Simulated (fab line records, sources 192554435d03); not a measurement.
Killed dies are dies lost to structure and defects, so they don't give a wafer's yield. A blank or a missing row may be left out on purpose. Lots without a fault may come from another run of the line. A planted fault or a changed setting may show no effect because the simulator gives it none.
Split-lot experiment | flow n5_finfet | 7 lots, 39 wafers read, on a route of 1938 steps

THE SPLIT
At N5_HKMG_FIN_ALD_75 (deposits Al2O3, target thk 1 nm, co reactant pulse time 1 s), the setting target_thk_a was moved away from the recipe's 10 angstrom on 18 of the 39 wafers read, by -46.4% to +50.7%. The other wafers ran this setting at the recipe's value.

FROM THE SPLIT TO THE READING: what the file shows between them, 4 steps
- N5_HKMG_FIN_COAT_41: time 60 s, resist thk 300 nm
- N5_HKMG_FIN_COAT_42: time 60 s, resist thk 35 nm
- N5_HKMG_FIN_WET_ETCH_76: etches Al2O3 in dNH4OH, stops on La2O3, target depth 2.25 nm, rinse time 30 s
- N5_HKMG_FIN_STRIP_60: strips in N2/H2, time 360 s

THE READING
Al2O3_of_HKMG_FIN_ALD_75.thk_nm (the simulator's own value, which no gauge read), in nm, at N5_HKMG_FIN_WET_ETCH_77 (etches La2O3 in dHCl, stops on HfO2, target depth 2 nm). The file gives no usual value for it.

wafer  | tool, chamber at the split | target_thk_a as run, angstrom | against the recipe | Al2O3_of_HKMG_FIN_ALD_75.thk_nm, nm | against lot-mates on the recipe
L076.1 | ald_hk-03, 3,2,1           | 10                            | recipe             | 1                                   | -
L076.3 | ald_hk-03, 3,2,1           | 10                            | recipe             | 1                                   | -
L076.5 | ald_hk-03, 3,2,1           | 10                            | recipe             | 1                                   | -
L076.2 | ald_hk-03, 1,0,0           | 14.26                         | +42.6%             | 1.4                                 | +0.4
L076.4 | ald_hk-03, 1,0,0           | 14.26                         | +42.6%             | 1.4                                 | +0.4
L076.6 | ald_hk-03, 1,0,0           | 14.26                         | +42.6%             | 1.4                                 | +0.4
L081.1 | ald_hk-01, 0,2,1           | 10                            | recipe             | 1                                   | -
L081.2 | ald_hk-01, 0,2,1           | 10                            | recipe             | 1                                   | -
L081.6 | ald_hk-01, 0,2,1           | 10                            | recipe             | 1                                   | -
L081.3 | ald_hk-01, 3,1,2           | 12.46                         | +24.6%             | 1.2                                 | +0.2
L081.4 | ald_hk-01, 3,1,2           | 12.46                         | +24.6%             | 1.2                                 | +0.2
L081.5 | ald_hk-01, 3,1,2           | 12.46                         | +24.6%             | 1.2                                 | +0.2
L084.1 | ald_hk-02, 3,1,2           | 10                            | recipe             | 1                                   | -
L084.5 | ald_hk-02, 3,1,2           | 10                            | recipe             | 1                                   | -
L084.6 | ald_hk-02, 3,1,2           | 10                            | recipe             | 1                                   | -
L084.2 | ald_hk-02, 2,0,1           | 5.359                         | -46.4%             | 0.4                                 | -0.6
L084.3 | ald_hk-02, 2,0,1           | 5.359                         | -46.4%             | 0.6                                 | -0.4
L084.4 | ald_hk-02, 2,0,1           | 5.359                         | -46.4%             | 0.6                                 | -0.4
L087.1 | ald_hk-03, 1,3,1           | 6.298                         | -37.0%             | 0.6                                 | -0.4
L087.2 | ald_hk-03, 1,3,1           | 6.298                         | -37.0%             | 0.6                                 | -0.4
L087.6 | ald_hk-03, 1,3,1           | 6.298                         | -37.0%             | 0.6                                 | -0.4
L087.3 | ald_hk-03, 0,2,2           | 10                            | recipe             | 1                                   | -
L087.4 | ald_hk-03, 0,2,2           | 10                            | recipe             | 1                                   | -
L087.5 | ald_hk-03, 0,2,2           | 10                            | recipe             | 1                                   | -
L093.1 | ald_hk-02, 2,1,1           | 14.51                         | +45.1%             | 1.4                                 | +0.4
L093.4 | ald_hk-02, 2,1,1           | 14.51                         | +45.1%             | 1.4                                 | +0.4
L093.6 | ald_hk-02, 2,1,1           | 14.51                         | +45.1%             | 1.4                                 | +0.4
L093.2 | ald_hk-02, 3,0,0           | 10                            | recipe             | 1                                   | -
L093.3 | ald_hk-02, 3,0,0           | 10                            | recipe             | 1                                   | -
L093.5 | ald_hk-02, 3,0,0           | 10                            | recipe             | 1                                   | -
L096.1 | ald_hk-03, 2,1,0           | 15.07                         | +50.7%             | 1.4                                 | +0.4
L096.2 | ald_hk-03, 2,1,0           | 15.07                         | +50.7%             | 1.4                                 | +0.4
L096.5 | ald_hk-03, 2,1,0           | 15.07                         | +50.7%             | 1.4                                 | +0.4
L096.3 | ald_hk-03, 0,3,3           | 10                            | recipe             | 1                                   | -
L096.4 | ald_hk-03, 0,3,3           | 10                            | recipe             | 1                                   | -
L096.6 | ald_hk-03, 0,3,3           | 10                            | recipe             | 1                                   | -
L097.2 | ald_hk-02, 0,1,3           | 10                            | recipe             | 1                                   | -
L097.3 | ald_hk-02, 0,1,3           | 10                            | recipe             | 1                                   | -
L097.5 | ald_hk-02, 0,1,3           | 10                            | recipe             | 1                                   | -
Where a row lists several chambers, the file gives one row for several wafers and doesn't say which wafer went through which chamber.

THE FIT
A straight line over all 39 wafers: Al2O3_of_HKMG_FIN_ALD_75.thk_nm changes by +0.00929 nm for each +1% of target_thk_a; r = +0.99; the points scatter about the line by 0.036 nm.
The same after taking each lot's own level away (the mean of its wafers on the recipe; 39 wafers): +0.00929 nm for each +1%; r = +0.99; scatter 0.036 nm.
On that fit, the largest move of target_thk_a shifts the reading by 0.47 nm.
The lots' own levels span 1.00 to 1.00 nm.
So the lot-to-lot level changes the slope little: the two slopes agree.
Check: with one of the wafers moved furthest among these (+50.7%) left out of the fit, the line predicts +0.461 nm for it against its lot-mates. It came out at +0.4 nm against them.

OTHER SPLITS ON THESE WAFERS
These wafers also went through other splits before the reading. Each is held against what the fit with the lots' levels taken away leaves over:
other split on the same wafers        | wafers away from the commonest value | r with Al2O3_of_HKMG_FIN_ALD_75.thk_nm (lot level and that fit taken away)
N5_FIN_SAQP_SPACER1_ALD_24 ald_cycles | 12                                   | +0.06
N5_SD_EPI_P_EPI_21 time_s             | 18                                   | +0.18

THE WHOLE CHAIN: every reading that the file lists as answering this split, in the file's order
step                    | what it does                                                | reading                                                                          | change (the file's fit)                 | r (the file's)
N5_HKMG_FIN_ALD_75      | deposits Al2O3, target thk 1 nm, co reactant pulse time 1 s | Al2O3_of_HKMG_FIN_ALD_75.thk_nm (the simulator's own value, which no gauge read) | +0.00888 nm for each +1% of the setting | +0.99
N5_HKMG_FIN_WET_ETCH_77 | etches La2O3 in dHCl, stops on HfO2, target depth 2 nm      | Al2O3_of_HKMG_FIN_ALD_75.thk_nm (the simulator's own value, which no gauge read) | +0.00917 nm for each +1% of the setting | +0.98

THE FILE'S OWN FIT
Al2O3_of_HKMG_FIN_ALD_75.thk_nm changes by +0.00917 nm for each +1% of target_thk_a, r = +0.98.
